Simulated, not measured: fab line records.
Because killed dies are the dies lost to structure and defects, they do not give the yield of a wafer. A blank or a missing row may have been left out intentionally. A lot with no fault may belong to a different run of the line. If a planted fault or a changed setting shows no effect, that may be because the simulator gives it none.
Chamber matching	flow nand harc	3 sister chambers for NHARC_A_CHANNEL_HOLE_D2_DEP_01 on pecvd-04
The step deposits SiON, target thk 140 nm. 3 wafers are shown with their chamber, then 8 later ones without.

WAFERS WITH THEIR CHAMBER
wafer	chamber	heater power w (W)
L090.4	1	730
L090.5	0	633
L093.1	2	920

WAFERS WHOSE CHAMBER IS MISSING
wafer	heater power w (W)
L093.5	775
L093.6	901
L094.1	804
L094.4	817
L094.5	848
L097.2	881
L097.5	889
L097.6	664

WHICH CHAMBER EACH ONE RAN IN
wafer	from the rows above	in truth
L093.5	can't be placed: 1 or 0 or 2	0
L093.6	2	2
L094.1	can't be placed: 1 or 2 or 0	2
L094.4	can't be placed: 1 or 2 or 0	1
L094.5	can't be placed: 2 or 1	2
L097.2	2	2
L097.5	2	2
L097.6	can't be placed: 0 or 1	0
Placed correctly: 3 of 8. Can't be placed from these rows: 5 (the true chamber is among the candidates in 5). 0 placed wrongly.
How it was worked out, from the rows above alone: a wafer's distance from a chamber is the root of the sum, over the readings, of the square of ((its reading less the chamber's mean) divided by the reading's scatter). The wafer belongs to the nearest chamber; if the next one is less than 2 further off, it can't be placed. Each chamber's mean is taken over the wafers shown for it. The scatter (one wafer shown for each chamber): square how far every hidden wafer sits from the nearest shown wafer, average those squares and take the square root.
